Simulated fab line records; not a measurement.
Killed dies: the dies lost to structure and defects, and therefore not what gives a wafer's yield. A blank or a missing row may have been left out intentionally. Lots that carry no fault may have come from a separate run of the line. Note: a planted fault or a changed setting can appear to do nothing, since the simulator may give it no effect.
fab line records / flow n5Finfet
record: lots: 4 wafers: 12 lastDay: 20
route steps=1938 shown GATE_CUT@492 MOL_CONTACT_COAG@517 PASSIVATION@1936
lots that met no fault: taken from a fault-free run of the same line
startH: start of the lot's first displayed wafer, in hours after the record's first day / waitH: hours elapsed since this lot's preceding step / " the same as in the row above / L1.1+2: a row that stands for several wafers / - value missing, or start not given / * or withheld: withheld / < > ~ a bound
route shown NAME@n: NAME is a module with steps in the file, n the number in the route of the first one / usual: the fault-free wafers' mean and standard deviation / same: alike in all rows / chamber/n: place in a boat / sites: the reading at each site / _std_site: standard deviation of those values / _edge_site: mean of outer sites minus mean of inner sites / radiusMm: for every site, how far away it sits from the centre of the wafer / mask NAME#n: copy n / behind: the tool/chamber that last shaped the wafer / hold: why the lot went on hold/how many hours it stayed there/how the hold came to an end / device: the transistor (n, p or np) that didn't switch / end of line: the same wafers' tests at the end of the route / step lacking rows: just its recipe / killed: count of dies lost to structure and defects at first sort (not the wafer's yield) / map: shows each die of a wafer: x if killed, . if not, _ if none is there
set.NAME: the setting the step ran with; set.NAME@STEP: the setting that earlier step ran with / model.NAME: the simulator's own value behind a step, which no gauge read
lots at selected steps of the route; one table per step, one row per wafer
services: when a tool's chamber went out of use (startH, in hours from the record's first day, below 0 if earlier), for how many hours, and the reason
== steps ==
step: N5_GATE_CUT_ETCH_36
recipe: chemistry: CF4 target: SiARC targetDepthA: 130 maskMaterial: CAR-EUV timeS: 21.7 ionEnergyEv: 80 pressureMtorr: 40 sourceW: 545 biasW: 36 Ar_flow_sccm: 100 cf4FlowSccm: 100 ends: cleared
step: N5_GATE_CUT_ETCH_37
recipe: chemistry: N2/H2 target: SOC targetDepthA: 600 overetchA: 120 maskMaterial: SiARC tempC: 40 timeS: 90 ionEnergyEv: 200 pressureMtorr: 30 sourceW: 840 biasW: 150 n2FlowSccm: 200 h2FlowSccm: 200
step: N5_GATE_CUT_STRIP_38
recipe: chemistry: N2/H2 tempC: 40 n2FlowSccm: 200 h2FlowSccm: 200 rfFrequencyHz: 6e+07
step: N5_GATE_CUT_STRIP_39
recipe: chemistry: N2/H2 tempC: 40 n2FlowSccm: 200 h2FlowSccm: 200 rfFrequencyHz: 6e+07
step: N5_GATE_CUT_HM_OPEN_40
recipe: chemistry: C4F6/O2 target: SiO2 maskMaterial: SiARC targetDepthA: 1390 timeS: 85.1 ionEnergyEv: 250 pressureMtorr: 30 sourceW: 345 biasW: 185 Ar_flow_sccm: 300 C4F6_flow_sccm: 10 O2_flow_sccm: 10 ends: cleared
step: N5_GATE_CUT_STRIP_41
recipe: chemistry: CF4 resist: SiARC powerW: 300 biasPowerW: 75 pressureMtorr: 50 cf4FlowSccm: 150 rfFrequencyHz: 6e+07
step: N5_GATE_CUT_STRIP_42
recipe: chemistry: O2 powerW: 400 tempC: 40 pressureMtorr: 30 rfFrequencyHz: 6e+07 biasPowerW: 0 overashFraction: 0.3 o2FlowSccm: 225
step: N5_GATE_CUT_ETCH_19
recipe: chemistry: CH3F/O2 target: SiNx maskMaterial: SiO2 targetDepthA: 537 timeS: 76.7 pressureMtorr: 30 sourceW: 395 biasW: 73 Ar_flow_sccm: 150 CH3F_flow_sccm: 30 O2_flow_sccm: 20 ionEnergyEv: 120 ends: cleared
step: N5_GATE_CUT_CUT_ETCH_53
recipe: chemistry: SF6/Cl2 target: W maskMaterial: SiO2 targetDepthA: 792 pressureMtorr: 8 icpW: 900 biasW: 80 SF6_flow_sccm: 40 Cl2_flow_sccm: 60 ends: cleared
step: N5_GATE_CUT_CUT_ETCH_54
recipe: chemistry: Cl2/BCl3 target: TiN maskMaterial: SiO2 targetDepthA: 967 pressureMtorr: 10 icpW: 1000 biasW: 126 Cl2_flow_sccm: 53.25 bcl3FlowSccm: 21.75 Ar_flow_sccm: 25 ends: cleared
step: N5_GATE_CUT_CUT_ETCH_55
recipe: chemistry: BCl3 target: HfO2 maskMaterial: SiO2 targetDepthA: 32 ionEnergyEv: 30 pressureMtorr: 5 icpW: 450 biasW: 18 bcl3FlowSccm: 80
step: N5_GATE_CUT_ETCH_47
recipe: chemistry: Cl2/BCl3 target: SiO2 targetDepthA: 100 pressureMtorr: 10 icpW: 1000 biasW: 126 Cl2_flow_sccm: 53.25 bcl3FlowSccm: 21.75 Ar_flow_sccm: 25
step: N5_GATE_CUT_VAPOR_ETCH_48
recipe: chemistry: BCl3/Cl2 target: TiN mode: isotropic
usual: drypumpMotorCurrentA: 6.1/0.41 oesProductAu: 0.81/0.099
lot.wafer=L745.2 tool=rieMetal-03 chamber=1 startH=109.09 waitH=0.0 drypumpMotorCurrentA=6.5 oesProductAu=0.61
lot.wafer=L745.5 tool=rieMetal-03 chamber=1 startH=109.09 waitH=0.0 drypumpMotorCurrentA=6.5 oesProductAu=0.61
lot.wafer=L745.6 tool=rieMetal-03 chamber=0 startH=109.09 waitH=0.0 drypumpMotorCurrentA=5.7 oesProductAu=0.86
lot.wafer=L748.2 tool=rieMetal-03 chamber=1 startH=127.86 waitH=0.0 drypumpMotorCurrentA=6.5 oesProductAu=0.62
lot.wafer=L748.5 tool=rieMetal-03 chamber=1 startH=127.86 waitH=0.0 drypumpMotorCurrentA=6.5 oesProductAu=0.61
lot.wafer=L748.6 tool=rieMetal-03 chamber=0 startH=127.86 waitH=0.0 drypumpMotorCurrentA=5.7 oesProductAu=0.85
lot.wafer=L759.1 tool=rieMetal-02 chamber=0 startH=201.63 waitH=0.0 drypumpMotorCurrentA=6.4 oesProductAu=0.95
lot.wafer=L759.5 tool=rieMetal-02 chamber=1 startH=201.63 waitH=0.0 drypumpMotorCurrentA=5.5 oesProductAu=0.93
lot.wafer=L759.6 tool=rieMetal-02 chamber=0 startH=201.63 waitH=0.0 drypumpMotorCurrentA=6.5 oesProductAu=0.96
lot.wafer=L762.2 tool=rieMetal-03 chamber=1 startH=221.50 waitH=0.0 drypumpMotorCurrentA=6.6 oesProductAu=0.94
lot.wafer=L762.3 tool=rieMetal-03 chamber=0 startH=221.50 waitH=0.0 drypumpMotorCurrentA=5.7 oesProductAu=0.82
lot.wafer=L762.5 tool=rieMetal-03 chamber=1 startH=221.50 waitH=0.0 drypumpMotorCurrentA=6.5 oesProductAu=0.93
step: N5_GATE_CUT_VAPOR_ETCH_49
recipe: chemistry: BCl3/Cl2 target: TiAlC mode: isotropic
step: N5_GATE_CUT_VAPOR_ETCH_51
recipe: chemistry: BCl3/Cl2 target: HfO2 mode: isotropic
step: N5_GATE_CUT_STRIP_21
recipe: chemistry: N2/H2 timeS: 30 powerW: 1000 tempC: 250 pressureMtorr: withheld n2FlowSccm: 1750 h2FlowSccm: 3250
step: N5_GATE_CUT_STRIP_29
recipe: chemistry: postEtchResidueRemover timeS: 60 tempC: 25 removerPh: withheld removerWaterWtPct: withheld removerFluorideWtPct: withheld
step: N5_GATE_CUT_SRD_52
recipe: dry: ipaMarangoni timeS: 30 tempC: 23 rinseLiquid: diw
step: N5_GATE_CUT_ALD_22
recipe: material: SiNx targetThkA: 160 tempC: 400 aldPrecursorFamily: SiH2I2 aldCoReactant: N2/H2-plasma pulseTimeS: 1 aldCycles: 320 purgeTimeS: 2 coReactantPurgeTimeS: 2 pressureTorr: 2
step: N5_GATE_CUT_CMP_23
recipe: stopOn: SiO2 tOverpolishS: 23.4 postCmpClean: alkalineBrush downForcePsi: 2.5 platenRpm: 51.8 padVelocityMS: 1.0307 targetThkNm: 16
step: N5_GATE_CUT_CMP_43
recipe: material: SiO2 postCmpClean: rinseOnly
step: N5_GATE_CUT_CMP_61
recipe: stopOn: SiNx tOverpolishS: 3 postCmpClean: alkalineBrush downForcePsi: 4 platenRpm: 27.09 padVelocityMS: 0.539
step: N5_MOL_CONTACT_COAG_COAT_103
recipe: resist: SOC tempC: 250 timeS: 60 spinRpm: 1500 resistThkNm: 80
step: N5_MOL_CONTACT_COAG_COAT_104
recipe: resist: SiARC tempC: 220 timeS: 60 spinRpm: 1500 resistThkNm: 12
step: N5_MOL_CONTACT_COAG_COAT_58
recipe: resist: underlayer tempC: 205 timeS: 60 spinRpm: 1500 resistThkNm: 10
step: N5_MOL_CONTACT_COAG_COAT_02
recipe: resist: CAR-EUV spinRpm: 1500 resistThkNm: 30
step: N5_MOL_CONTACT_COAG_EBR_04
recipe: solvent: PGMEA ebrWidthMm: 1.5
step: N5_MOL_CONTACT_COAG_SOFTBAKE_03
recipe: tempC: 110 timeS: 60 resist: CAR-EUV
step: N5_MOL_CONTACT_COAG_EXPOSE_05
recipe: maskId: CA na: 0.33 sourceShape: annular sigmaInner: 0.4 sigmaOuter: 0.8 polarization: unpolarized defocusNm: 0 doseMj: 38.25
step: N5_MOL_CONTACT_COAG_PEB_06
recipe: pebTempC: 100 pebTimeS: 60 resist: CAR-EUV
step: N5_MOL_CONTACT_COAG_DEVELOP_07
recipe: developTimeS: 30 developer: TMAH resist: CAR-EUV rinseLiquid: surfactantRinse dry: airSpin devTempC: 23
step: N5_MOL_CONTACT_COAG_DESCUM_13
recipe: chemistry: O2 timeS: 7 sourcePowerW: 50 biasPowerW: 20 pressureMtorr: 20 rfFrequencyHz: 2.712e+07 tempC: 40 resist: CAR-EUV o2FlowSccm: 225
step: N5_MOL_CONTACT_COAG_ETCH_59
recipe: chemistry: N2/H2 target: underlayer targetDepthA: 130 maskMaterial: CAR-EUV timeS: 10.4 ionEnergyEv: 200 pressureMtorr: 30 sourceW: 840 biasW: 150 n2FlowSccm: 200 h2FlowSccm: 200 ends: cleared
step: N5_MOL_CONTACT_COAG_ETCH_105
recipe: chemistry: CF4 target: SiARC targetDepthA: 156 maskMaterial: CAR-EUV timeS: 26 ionEnergyEv: 80 pressureMtorr: 40 sourceW: 545 biasW: 36 Ar_flow_sccm: 100 cf4FlowSccm: 100 ends: cleared
step: N5_MOL_CONTACT_COAG_ETCH_106
recipe: chemistry: N2/H2 target: SOC targetDepthA: 800 overetchA: 160 maskMaterial: SiARC tempC: 40 timeS: 120 ionEnergyEv: 200 pressureMtorr: 30 sourceW: 840 biasW: 150 n2FlowSccm: 200 h2FlowSccm: 200
step: N5_MOL_CONTACT_COAG_STRIP_107
recipe: chemistry: N2/H2 tempC: 40 n2FlowSccm: 200 h2FlowSccm: 200 rfFrequencyHz: 6e+07
step: N5_PASSIVATION_PROBE_49
usual: killed_at_M0_to_M3: 37/12 killed_at_M4_up: 15/5.6 killedAtContacts: 13/6.9 killedAtFrontEnd: 40/11 killedAtOther: 4/3.2 killedDies: 109/20 killedOnRim: 14/4.3 killedOpen: 73/15 killedShort: 35/8.3
same: grossDies: 1180 killedAtBackSide: 0
lot.wafer=L745.2 tool=prober-02 chamber=- startH=363.78 waitH=0.1 killed_at_M0_to_M3=33 killed_at_M4_up=10 killedAtContacts=6 killedAtFrontEnd=146 killedAtOther=9 killedDies=204 killedOnRim=30 killedOpen=69 killedShort=23
lot.wafer=L745.5 tool=prober-02 chamber=- startH=363.93 waitH=0.2 killed_at_M0_to_M3=35 killed_at_M4_up=7 killedAtContacts=14 killedAtFrontEnd=132 killedAtOther=1 killedDies=189 killedOnRim=31 killedOpen=61 killedShort=22
lot.wafer=L745.6 tool=prober-02 chamber=- startH=363.98 waitH=0.3 killed_at_M0_to_M3=33 killed_at_M4_up=12 killedAtContacts=14 killedAtFrontEnd=179 killedAtOther=3 killedDies=241 killedOnRim=18 killedOpen=77 killedShort=38
lot.wafer=L748.2 tool=prober-01 chamber=- startH=377.47 waitH=0.1 killed_at_M0_to_M3=61 killed_at_M4_up=15 killedAtContacts=20 killedAtFrontEnd=166 killedAtOther=14 killedDies=276 killedOnRim=38 killedOpen=102 killedShort=72
lot.wafer=L748.5 tool=prober-01 chamber=- startH=377.62 waitH=0.2 killed_at_M0_to_M3=26 killed_at_M4_up=12 killedAtContacts=25 killedAtFrontEnd=153 killedAtOther=12 killedDies=228 killedOnRim=36 killedOpen=86 killedShort=38
lot.wafer=L748.6 tool=prober-01 chamber=- startH=377.67 waitH=0.3 killed_at_M0_to_M3=25 killed_at_M4_up=14 killedAtContacts=26 killedAtFrontEnd=163 killedAtOther=7 killedDies=235 killedOnRim=18 killedOpen=71 killedShort=42
lot.wafer=L759.1 tool=prober-01 chamber=- startH=407.70 waitH=0.1 killed_at_M0_to_M3=61 killed_at_M4_up=13 killedAtContacts=24 killedAtFrontEnd=40 killedAtOther=3 killedDies=141 killedOnRim=16 killedOpen=95 killedShort=45
lot.wafer=L759.5 tool=prober-01 chamber=- startH=407.90 waitH=0.3 killed_at_M0_to_M3=37 killed_at_M4_up=18 killedAtContacts=16 killedAtFrontEnd=40 killedAtOther=7 killedDies=118 killedOnRim=18 killedOpen=74 killedShort=35
lot.wafer=L759.6 tool=prober-01 chamber=- startH=407.95 waitH=0.4 killed_at_M0_to_M3=49 killed_at_M4_up=7 killedAtContacts=32 killedAtFrontEnd=46 killedAtOther=5 killedDies=139 killedOnRim=20 killedOpen=97 killedShort=40
killed by level:class
L745.2 GATE_CUT:unspecified=111 STI_FIN_REVEAL:geometricParticle:open=12 BEOL_M2:geometricParticle:open=12 BEOL_M1:geometricParticle:open=7 FIN_SAQP:geometricParticle:open=6 MOL_CONTACT_COAG:geometricParticle:open=6 BEOL_M3:geometricParticle:open=4 GATE_CUT:geometricParticle:open=3
L745.5 GATE_CUT:unspecified=106 MOL_CONTACT_COAG:geometricParticle:open=12 BEOL_M3:geometricParticle:open=9 BEOL_M0_SAQP:geometricParticle:open=8 BEOL_M2:geometricParticle:open=8 FIN_SAQP:geometricParticle:open=7 STI_FIN_REVEAL:geometricParticle:open=4 STARTING-WAFER:geometricParticle:open=4
L745.6 GATE_CUT:unspecified=123 BEOL_M2:geometricParticle:open=15 FIN_SAQP:geometricParticle:open=13 FIN_SAQP:geometricParticle:short=11 MOL_CONTACT_COAG:geometricParticle:open=10 STI_FIN_REVEAL:geometricParticle:open=9 GATE_CUT:geometricParticle:short=5 BEOL_M4:geometricParticle:open=5
L748.2 GATE_CUT:unspecified=101 BEOL_M0_SAQP:geometricParticle:short=23 BEOL_M0_SAQP:geometricParticle:open=20 MOL_CONTACT_COAG:geometricParticle:open=18 FIN_SAQP:geometricParticle:short=15 STI_FIN_REVEAL:geometricParticle:open=15 FIN_SAQP:geometricParticle:open=7 DUMMY_GATE:geometricParticle:open=7
L748.5 GATE_CUT:unspecified=104 MOL_CONTACT_COAG:geometricParticle:open=20 FIN_SAQP:geometricParticle:open=12 STI_FIN_REVEAL:geometricParticle:open=11 FIN_SAQP:geometricParticle:short=8 BEOL_M0_SAQP:geometricParticle:open=8 BEOL_M0_SAQP:geometricParticle:short=8 MOL_CONTACT_COAG:geometricParticle:short=5
L748.6 GATE_CUT:unspecified=122 MOL_CONTACT_COAG:geometricParticle:open=21 STI_FIN_REVEAL:geometricParticle:open=11 BEOL_M0_SAQP:geometricParticle:short=8 FIN_SAQP:geometricParticle:open=7 FIN_SAQP:geometricParticle:short=7 MOL_CONTACT_COAG:geometricParticle:short=5 BEOL_M2:geometricParticle:open=5
L759.1 BEOL_M0_SAQP:geometricParticle:short=17 MOL_CONTACT_COAG:geometricParticle:open=16 BEOL_M0:geometricParticle:open=14 FIN_SAQP:geometricParticle:open=10 STI_FIN_REVEAL:geometricParticle:open=8 MOL_CONTACT_COAG:geometricParticle:short=8 BEOL_M3:geometricParticle:open=8 BEOL_M0_SAQP:geometricParticle:open=8
L759.5 MOL_CONTACT_COAG:geometricParticle:open=12 BEOL_M0_SAQP:geometricParticle:open=12 BEOL_M4:geometricParticle:open=12 BEOL_M0_SAQP:geometricParticle:short=9 HKMG_FIN:areaEtch=6 FIN_SAQP:geometricParticle:open=5 ILD0:geometricParticle:open=5 STI_FIN_REVEAL:geometricParticle:open=4
L759.6 MOL_CONTACT_COAG:geometricParticle:open=26 BEOL_M0_SAQP:geometricParticle:short=13 BEOL_M3:geometricParticle:open=11 FIN_SAQP:geometricParticle:open=10 STI_FIN_REVEAL:geometricParticle:open=7 BEOL_M0_SAQP:geometricParticle:open=7 BEOL_M0:geometricParticle:open=7 GATE_CUT:geometricParticle:short=6
map L745.6 (x killed, . not)
_________________....x.......________________
______________.................._____________
___________..x.......x.............__________
__________....x.x.......x.......x..x_________
________..................x...xx....x._______
_______....................x...........______
______....x.......x....................._____
_____..............x.x.........x.........____
____....x..........x.....x................___
___.........x.x....x.................x...x.__
___..........x....x......................xx__
__.x............x.x.........xx..x....x.x...x_
__....................x..xx....x...x..x....._
_.............x.........xxxx.....x....x......
_x.x................x.xxxxxxxxxx..x......x...
_.x...................xxxxxxxxxx..xx.........
_.x.x...............xxxxxxxxxxxxx.....x......
_.x................x.xxxxxxxxxxxxx...........
_...........x....x....xxxxxxxxxxxxx.......x..
_...........x....x..xxxxxxxxxxxxxx...x.x.....
_.x...x............xx.xxxxxxxxxxxxx..x....x..
__..x...............x.xxxxxxxxxx..........xx_
__..x.x.............xxxxxxxxxxx.x....x..x..._
___..x..........x..x..x.xxxxx.x.xx.....x...__
___..........x...........xx.............x..__
____x...x..x..............................___
_____.x...x....x...x........x.......x...x____
______....x....x........x..x......x....x_____
_______......x.........................______
________......x......x.....x......x..._______
__________.............x...xx.x....._________
___________....x.................xx__________
______________...........x......_____________
_________________.......x....________________
map L748.2 (x killed, . not)
_________________..x.......x.________________
______________.xx.x..xx........x_____________
___________.....................xxx__________
__________...xx.x........x..xxxxxxxx_________
________..x..x...........x..x..xxxxxxx_______
_______...........x.....x..x.xxxxxxxxxx______
______...............x.......xxxxxxxxxxx_____
_____.x............x...x....xxxxxxxxxxxxx____
____......x......x..........xxxxxxxxxxxxxx___
___...x........x............x..xxxxxxxxxx.x__
___.....x...........x..xx.....x.xxxxxxx..x.__
__.....x.x........xx.........xxxxxxxxxxxx.x._
__x....x................x.....x..xxx....x..._
_.....x...x......x...x.x...xx.x..............
_...................xx...........xx.xx.......
_..........x................x........x.......
_.x.............x.xx.........x.......x...xx.x
_.....x..............x....x............x....x
_...x.....x..x.x....x.....x........xxx.x.....
_......x...........x...x......xxx......x.....
_........x.x...x..x....x..xx...x.x.......x...
__.x............x.x..xx.x..x........x..x...._
__.xx.....xx...........xx.......x..x.....x.x_
___x..x....x............xx.......x.x.......__
___....x.....x...x...xx..xx...xx...x....x..__
____...........xxxx....x...............x..___
_____..x.x.....x................x....xxx.____
______..................x.x.x........x.._____
_______..........x.........xx...x......______
________..................x.x..x....x._______
__________........x............xx.x._________
___________..x..x..x........x..x...__________
______________..x...x....x..x..._____________
_________________............________________
== services ==
tool=rieMetal-03 chamber=1 startH=99.45 hours=4.7 kind=repair
tool=rieMetal-02 chamber=- startH=107.53 hours=14.6 kind=pm
tool=rieMetal-02 chamber=1 startH=148.47 hours=- kind=clean
tool=rieMetal-02 chamber=1 startH=148.47 hours=14.8 kind=scheduledDown
tool=rieMetal-02 chamber=1 startH=148.47 hours=14.8 kind=ventCycle
tool=rieMetal-02 chamber=0 startH=163.25 hours=- kind=clean
tool=rieMetal-02 chamber=0 startH=163.25 hours=20.9 kind=scheduledDown
tool=rieMetal-02 chamber=0 startH=163.25 hours=20.9 kind=ventCycle
tool=rieMetal-03 chamber=1 startH=165.33 hours=- kind=clean
tool=rieMetal-03 chamber=1 startH=165.33 hours=24.7 kind=scheduledDown
tool=rieMetal-03 chamber=1 startH=165.33 hours=24.7 kind=ventCycle
== key ==
firstSign: step: N5_PASSIVATION_PROBE_49 reading: killedAtFrontEnd direction: up sigmas: 10 usual: 40 struck: 156
effect: step: N5_PASSIVATION_PROBE_49 reading: killedDies direction: up sigmas: 6.1 usual: 109 struck: 229
moreKillsBornAt: N5_GATE_CUT_VAPOR_ETCH_48@rieMetal-03: 667
metAt N5_GATE_CUT_VAPOR_ETCH_48
struckWafers L745.2,L745.5,L745.6,L748.2,L748.5,L748.6
testerLeftOut L745,L748
fault: kind: chamberParticleSource tool: rieMetal-03 chamber: - onsetH: 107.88 steps: N5_GATE_CUT_VAPOR_ETCH_48 ratePerVisitCm2: 1.0079 endH: 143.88
testerLeftOut: of these lots the tester's yield and bins aren't shown, on N5 and GAA mostly nor the transistor test; their killed dies are dies lost to structure and defects alone, not to doping, threshold or leakage, so they don't give the yield
